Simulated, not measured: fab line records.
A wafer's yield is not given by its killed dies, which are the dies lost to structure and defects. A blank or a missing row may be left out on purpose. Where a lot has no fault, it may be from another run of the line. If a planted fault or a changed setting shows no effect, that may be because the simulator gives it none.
fab line records    flow nandHarc
record: lots: 7  wafers: 15  lastDay: 33
route steps=1302 shown A_DECK1_JOINT@518 END@1302
lots with no fault: from the same line, run without faults
startH: start of the lot's first displayed wafer, in hours after the record's first day    waitH: time in hours since the lot's previous step    " same as the row above    L1.1+2: several wafers, shown together as one row    - no value present, or no start provided    * or withheld: withheld    < > ~ a bound
route shown NAME@n: names a module that has steps shown in the file, with the first one's number in the route    usual: mean/standard deviation taken from wafers without a fault    same: alike in all rows    chamber/n: place in a boat    sites: the reading at each site    _std_site: their standard deviation    _edge_site: inner sites' mean taken away from outer sites' mean    radiusMm: for every site, how far away it sits from the centre of the wafer    mask NAME#n: copy n    behind: tool/chamber where the wafer was last shaped    hold: cause of the lot's hold/its duration in hours/its outcome    device: the n, p or np transistor that did not switch    end of line: tests run on the same wafers once the route is complete    for a step that has no rows: nothing shown but its recipe    killed: count of dies lost to structure and defects at first sort (not the wafer's yield)    map: a wafer's dies, marking killed ones x, the rest . and places with no die _
set.NAME: the setting as run; set.NAME@STEP: as run at that earlier step    model.NAME: the simulator's own value behind a step, which no gauge read
certain route steps with their lots: each step a table, each wafer a row
services: the hour from which a tool's chamber was out of use, counted from the record's first day as startH (under 0 if before that day), plus the number of hours and why
== steps ==
step: NHARC_A_DECK1_JOINT_ETCHBACK_07
recipe: targetDepthA: 1050  timeS: 26.9  hbrFlowSccm: 150  rfW: 350  icpW: 350  biasW: 60  chemistry: HBr
usual: drypumpMotorCurrentA: 5.9/0.32  oesProductAu: 1.001/0.013  runLengthS: 48.2/0.44  throttleValvePct: 23.267/0.0081
lot.wafer  tool      chamber  startH  waitH  drypumpMotorCurrentA  oesProductAu  rfHoursCounterH  runLengthS  throttleValvePct
L182.2     rieSi-03  1        249.88  0.1    6.2                   1.002         0.1              48.0        23.257
L182.4     "         2        "       "      5.6                   1.014         0.2              47.9        23.273
L182.6     "         1        "       "      6.2                   0.990         -                48.1        23.253
L190.2     rieSi-01  2        322.25  0.1    5.7                   0.990         0.7              48.2        23.271
L190.4     "         3        "       "      6.2                   1.000         0.8              48.2        23.275
L190.5     "         1        "       "      6.3                   1.007         -                47.7        23.265
L192.2     rieSi-03  0        350.35  0.1    6.2                   1.001         0.8              48.3        23.274
L193.6     rieSi-03  1        355.12  0.1    6.2                   1.007         -                48.4        23.262
L194.4     rieSi-01  1        363.12  0.1    6.3                   1.009         1.0              47.7        23.249
L202.3     rieSi-06  1        457.93  0.1    6.1                   1.013         0.1              48.4        23.272
L202.4     "         2        "       "      5.6                   1.008         0.2              48.5        23.276
L202.5     "         1        "       "      6.2                   1.021         -                47.9        23.265
L204.2     rieSi-06  0        472.85  0.1    5.3                   1.018         0.2              49.0        23.257
L204.6     "         1        "       "      6.2                   1.010         -                48.4        23.268
L204.5     "         2        "       "      5.6                   1.009         -                48.3        23.264
step: NHARC_A_DECK1_JOINT_ETCH_25
recipe: targetDepthA: 5  chemistry: dHF  material: SiO2
step: NHARC_A_DECK1_JOINT_ETCH_19
recipe: tempC: 25  targetDepthA: 30  chemistry: TMAH  material: poly-Si
step: NHARC_A_DECK1_JOINT_ETCH_18
recipe: targetDepthA: 30  chemistry: dHF  material: SiO2
step: NHARC_A_DECK1_JOINT_WET_08
recipe: tempC: 160  timeS: 86  chemistry: H3PO4
step: NHARC_A_DECK1_JOINT_ETCH_09
recipe: targetDepthA: 50  chemistry: dHF  material: SiO2
step: NHARC_A_DECK1_JOINT_WET_10
recipe: tempC: 160  timeS: 86  chemistry: H3PO4
step: NHARC_A_DECK1_JOINT_ETCH_11
recipe: targetDepthA: 350  chemistry: dHF  material: SiO2
step: NHARC_A_DECK1_JOINT_CVD_12
recipe: targetThkA: 900  tempC: 620  pressureMtorr: 200  timeS: 1800  material: poly-Si
step: NHARC_A_DECK1_JOINT_CMP_13
recipe: targetThkNm: 51.023
usual: motorCurrentA: 11.9/0.72  timeToEndpointS: 8.7/2.4
lot.wafer  tool    chamber  startH  waitH  motorCurrentA  timeToEndpointS
L182.4     cmp-02  1        260.04  0.4    11.8           9.5
L182.2     "       2        "       "      11.6           10.6
L182.6     "       3        "       "      12.7           12.7
L190.2     cmp-03  1        332.67  0.4    12.1           9.3
L190.4     "       2        "       "      12.3           7.5
L190.5     "       1        "       "      12.0           6.5
L192.2     cmp-01  2        360.60  0.4    10.9           6.5
L193.6     cmp-01  0        365.47  0.5    11.2           6.2
L194.4     cmp-02  1        373.45  0.4    11.6           6.9
L202.3     cmp-01  0        468.19  0.4    11.4           4.6
L202.4     "       1        "       "      11.6           6.1
L202.5     "       2        "       "      10.9           5.4
L204.2     cmp-02  0        481.32  0.4    12.5           8.3
L204.6     "       1        "       "      12.2           10.7
L204.5     "       2        "       "      11.5           12.2
step: NHARC_A_DECK1_JOINT_THK_MEAS_14
recipe: thkMeasGauge: ellipsometry
usual: thkNm: 51.0/1.4
lot.wafer  tool          chamber  startH  waitH  thkNm
L182.2     filmMetro-01  -        260.24  0.2    51.5
L182.4     "             -        "       "      52.1
L182.6     "             -        "       "      53.7
L190.2     filmMetro-02  -        332.93  0.2    49.8
L190.4     "             -        "       "      52.3
L190.5     "             -        "       "      52.8
L192.2     filmMetro-01  -        360.81  0.2    47.7
L193.6     filmMetro-01  -        365.61  0.1    51.3
L194.4     filmMetro-02  -        373.66  0.2    50.6
L202.3     filmMetro-02  -        468.40  0.2    50.4
L202.4     "             -        "       "      50.2
L202.5     "             -        "       "      53.5
L204.2     filmMetro-02  -        481.50  0.2    50.4
L204.5     "             -        "       "      49.7
L204.6     "             -        "       "      50.0
step: NHARC_A_DECK1_JOINT_SRD_04
step: NHARC_A_DECK1_JOINT_ETCHBACK_00
recipe: targetDepthA: 300  timeS: 17.4  hbrFlowSccm: 150  rfW: 350  icpW: 350  biasW: 60  chemistry: HBr
usual: drypumpMotorCurrentA: 5.8/0.33  oesProductAu: 1.001/0.0096  runLengthS: 38.6/0.46  throttleValvePct: 23.266/0.0088
lot.wafer  tool      chamber  startH  waitH  drypumpMotorCurrentA  oesProductAu  rfHoursCounterH  runLengthS  throttleValvePct
L182.4     rieSi-01  3        260.37  0.1    6.2                   0.998         0.48             38.2        23.266
L182.2     "         0        "       "      6.2                   0.982         0.40             39.0        23.258
L182.6     "         3        "       "      6.2                   0.999         -                38.5        23.265
L190.4     rieSi-06  0        333.05  0.1    5.4                   1.006         0.44             39.1        23.257
L190.2     "         1        "       "      6.1                   0.999         0.58             38.6        23.271
L190.5     "         1        "       "      6.1                   1.005         -                38.4        23.252
L192.2     rieSi-06  0        360.95  0.1    5.4                   0.998         0.65             42.3        23.265
L193.6     rieSi-06  0        365.78  0.1    5.3                   1.001         -                42.6        23.282
L194.4     rieSi-06  0        373.81  0.1    5.4                   1.003         0.76             42.4        23.279
L202.4     rieSi-01  1        468.55  0.1    6.3                   0.980         0.54             38.1        23.263
L202.3     "         2        "       "      5.7                   0.979         0.63             38.5        23.291
L202.5     "         0        "       "      6.2                   0.991         -                38.9        23.269
L204.2     rieSi-06  3        481.63  0.1    5.5                   1.015         0.29             38.6        23.261
L204.5     "         3        "       "      5.5                   1.014         -                38.5        23.284
L204.6     "         0        "       "      5.3                   1.017         -                39.5        23.247
step: NHARC_A_DECK1_JOINT_PRECLEAN_30
recipe: timeS: *  tempC: 50  bathAgeMin: 0  chemistry: SC1
step: NHARC_END_SORT_01
recipe: tempC: 25
usual: killedAtArray: 59/19  killedAtOther: 1.0/1.1  killedAtPeriphery: 3.8/2.4  killedDies: 64/19  killedOpen: 3.3/2  killedShort: 2.4/1.6
same: grossDies: 677
lot.wafer  tool       chamber  startH  waitH  killedAtArray  killedAtOther  killedAtPeriphery  killedDies  killedOpen  killedShort
L182.2     prober-01  0        579.95  2.8    58             0              2                  60          3           1
L182.4     prober-01  0        581.53  3.4    54             2              0                  56          4           1
L182.6     prober-01  0        583.10  3.9    66             2              3                  71          4           2
L190.2     prober-01  0        655.40  2.8    99             0              2                  101         2           1
L190.4     prober-01  0        656.96  3.3    86             1              1                  88          1           0
L190.5     prober-01  0        657.75  3.6    78             1              0                  79          2           1
L192.2     prober-01  0        678.45  2.8    52             1              4                  57          4           2
L194.4     prober-01  0        693.62  3.4    59             1              3                  63          1           5
L193.6     prober-02  0        697.18  4.0    74             2              3                  79          1           1
L202.3     prober-01  0        773.05  3.1    44             3              4                  51          4           2
L202.4     prober-01  0        773.85  3.4    31             2              3                  36          1           1
L202.5     prober-01  0        774.64  3.7    48             4              6                  58          3           1
L204.2     prober-02  0        787.56  2.8    65             1              3                  69          2           2
L204.5     prober-02  0        789.95  3.7    42             0              2                  44          2           3
L204.6     prober-02  0        790.75  4.0    52             0              4                  56          2           3
killed by level:class
L182.2 A_CHANNEL_HOLE_D2:chamberFilmFlake=31 A_SLIT:chamberFilmFlake=16 A_CHANNEL_HOLE_D1:chamberFilmFlake=2 A_DECK1_JOINT:chamberFilmFlake=2 A_CHANNEL_FILL_D2:chamberFilmFlake=2 P_CONTACT:geometricParticle:short=1 A_ONON_D1:geometricParticle:open=1 A_CHANNEL_FILL_D1:geometricParticle:open=1
L182.4 A_CHANNEL_HOLE_D2:chamberFilmFlake=28 A_SLIT:chamberFilmFlake=19 A_DECK1_JOINT:geometricParticle:open=2 THIN_TSV:chamberFilmFlake=2 A_ONON_D1:geometricParticle:open=1 A_CHANNEL_HOLE_D1:geometricParticle:open=1 A_CONTACT:geometricParticle:short=1 A_M1:chamberFilmFlake=1
L182.6 A_SLIT:chamberFilmFlake=28 A_CHANNEL_HOLE_D2:chamberFilmFlake=27 P_M0:geometricParticle:open=2 A_CONTACT:chamberFilmFlake=2 A_M1:chamberFilmFlake=2 THIN_TSV:chamberFilmFlake=2 A_CHANNEL_FILL_D1:geometricParticle:short=1 A_ONON_D2:geometricParticle:open=1
L190.2 A_SLIT:chamberFilmFlake=38 A_CHANNEL_HOLE_D1:chamberFilmFlake=35 A_STAIRCASE:chamberFilmFlake=8 A_CHANNEL_HOLE_D2:chamberFilmFlake=7 A_CONTACT:chamberFilmFlake=5 A_CHANNEL_FILL_D2:geometricParticle:open=2 A_BONDPAD:chamberFilmFlake=2 A_ONON_D2:geometricParticle:short=1
L190.4 A_SLIT:chamberFilmFlake=34 A_CHANNEL_HOLE_D1:chamberFilmFlake=31 A_CHANNEL_HOLE_D2:chamberFilmFlake=14 A_CONTACT:chamberFilmFlake=3 A_SGD_CUT:chamberFilmFlake=2 STARTING-WAFER:geometricParticle:open=1 P_CONTACT:chamberFilmFlake=1 A_STAIRCASE:chamberFilmFlake=1
L190.5 A_CHANNEL_HOLE_D1:chamberFilmFlake=37 A_SLIT:chamberFilmFlake=25 A_CONTACT:chamberFilmFlake=6 A_CHANNEL_HOLE_D2:chamberFilmFlake=4 A_WL_FILL:chamberFilmFlake=2 A_CHANNEL_FILL_D2:geometricParticle:open=1 A_M0:geometricParticle:short=1 STARTING-WAFER:geometricParticle:open=1
L192.2 A_CHANNEL_HOLE_D1:chamberFilmFlake=33 A_CHANNEL_HOLE_D2:chamberFilmFlake=11 P_GATE:geometricParticle:open=2 A_ZERO_WELL:chamberFilmFlake=2 P_CONTACT:geometricParticle:open=1 A_DECK1_JOINT:geometricParticle:short=1 A_DECK1_JOINT:geometricParticle:open=1 A_M1:geometricParticle:short=1
L194.4 A_CHANNEL_HOLE_D1:chamberFilmFlake=28 A_CHANNEL_HOLE_D2:chamberFilmFlake=13 A_CONTACT:chamberFilmFlake=5 A_STAIRCASE:chamberFilmFlake=4 A_SLIT:chamberFilmFlake=3 P_M0:geometricParticle:short=2 A_ONON_D1:geometricParticle:short=1 A_DECK1_JOINT:geometricParticle:short=1
L193.6 A_CHANNEL_HOLE_D1:chamberFilmFlake=33 A_SLIT:chamberFilmFlake=24 A_CHANNEL_HOLE_D2:chamberFilmFlake=9 P_CONTACT:chamberFilmFlake=2 A_CONTACT:chamberFilmFlake=2 THIN_TSV:chamberFilmFlake=2 A_WL_FILL:geometricParticle:short=1 A_BLC:geometricParticle:open=1
L202.3 A_SLIT:chamberFilmFlake=31 A_CONTACT:chamberFilmFlake=5 THIN_TSV:chamberFilmFlake=3 P_CONTACT:geometricParticle:open=2 A_ONON_D2:geometricParticle:short=2 A_M0:geometricParticle:open=2 P_GATE:chamberFilmFlake=2 A_CHANNEL_HOLE_D1:chamberFilmFlake=1
L202.4 A_SLIT:chamberFilmFlake=22 A_M1:chamberFilmFlake=3 P_GATE:chamberFilmFlake=2 A_CONTACT:chamberFilmFlake=2 THIN_TSV:chamberFilmFlake=2 A_ONON_D1:geometricParticle:open=1 A_CHANNEL_HOLE_D2:geometricParticle:short=1 P_STI:chamberFilmFlake=1
L202.5 A_SLIT:chamberFilmFlake=30 A_CONTACT:chamberFilmFlake=7 THIN_TSV:chamberFilmFlake=4 P_GATE:chamberFilmFlake=3 P_ZERO_WELL:chamberFilmFlake=2 A_CHANNEL_HOLE_D2:chamberFilmFlake=2 A_STAIRCASE:chamberFilmFlake=2 A_M1:chamberFilmFlake=2
L204.2 A_SLIT:chamberFilmFlake=29 A_CHANNEL_HOLE_D1:chamberFilmFlake=23 A_CONTACT:chamberFilmFlake=8 P_GATE:geometricParticle:open=1 A_STAIRCASE:geometricParticle:short=1 A_STAIRCASE:geometricParticle:open=1 A_M1:geometricParticle:short=1 P_ZERO_WELL:chamberFilmFlake=1
L204.5 A_SLIT:chamberFilmFlake=14 A_CHANNEL_HOLE_D1:chamberFilmFlake=11 A_CONTACT:chamberFilmFlake=9 A_DECK1_JOINT:chamberFilmFlake=2 P_M1:geometricParticle:short=1 A_ONON_D2:geometricParticle:short=1 A_CHANNEL_FILL_D2:geometricParticle:short=1 A_CONTACT:geometricParticle:open=1
L204.6 A_SLIT:chamberFilmFlake=35 A_CHANNEL_HOLE_D1:chamberFilmFlake=8 A_CONTACT:chamberFilmFlake=3 P_GATE:geometricParticle:open=1 P_M2:geometricParticle:open=1 A_CHANNEL_FILL_D1:geometricParticle:short=1 A_CHANNEL_FILL_D2:geometricParticle:short=1 A_WL_FILL:geometricParticle:short=1
== services ==
tool      chamber  startH  hours  kind
cmp-02    -        231.04  2.2    repair
rieSi-01  0        231.24  5.7    repair
rieSi-06  -        249.00  9.0    pm
rieSi-01  -        266.64  0.9    repair
cmp-01    -        283.50  4.0    pm
cmp-02    -        289.89  0.8    repair
cmp-01    -        303.28  34.9   repair
cmp-02    -        331.19  4.0    pm
cmp-02    -        337.48  2.6    repair
cmp-02    -        347.02  1.2    repair
rieSi-01  0        352.50  1.3    repair
cmp-02    -        366.15  1.1    repair
rieSi-01  -        370.00  9.0    pm
cmp-01    -        381.50  4.0    pm
cmp-02    -        385.70  5.4    repair
cmp-01    -        393.07  3.4    repair
rieSi-03  0        397.10  123.0  repair
cmp-02    -        397.24  3.4    repair
rieSi-03  -        398.00  9.0    pm
cmp-01    -        413.41  4.4    repair
rieSi-06  -        426.00  9.0    pm
cmp-02    -        429.19  4.0    pm
cmp-02    -        473.44  0.5    repair
cmp-02    -        475.33  3.0    repair
== key ==
firstSign: step: NHARC_A_DECK1_JOINT_ETCHBACK_00  reading: runLengthS  direction: up  sigmas: 8.2  usual: *  struck: *
effect none on later readings
metAt NHARC_A_DECK1_JOINT_ETCHBACK_00
struckWafers L192.2,L193.6,L194.4
testerLeftOut L192,L193,L194
onsetBetween 333.05 360.95
fault: kind: processParameterDrift  tool: rieSi-06  chamber: 0  onsetH: 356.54  steps: NHARC_A_DECK1_JOINT_ETCHBACK_00  channel: timeS  offset: *  shape: step  endH: 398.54  actsIn: *  stated: *
testerLeftOut: of these lots the tester's yield and bins aren't shown, on N5 and GAA mostly nor the transistor test; their killed dies are dies lost to structure and defects alone, not to doping, threshold or leakage, so they don't give the yield
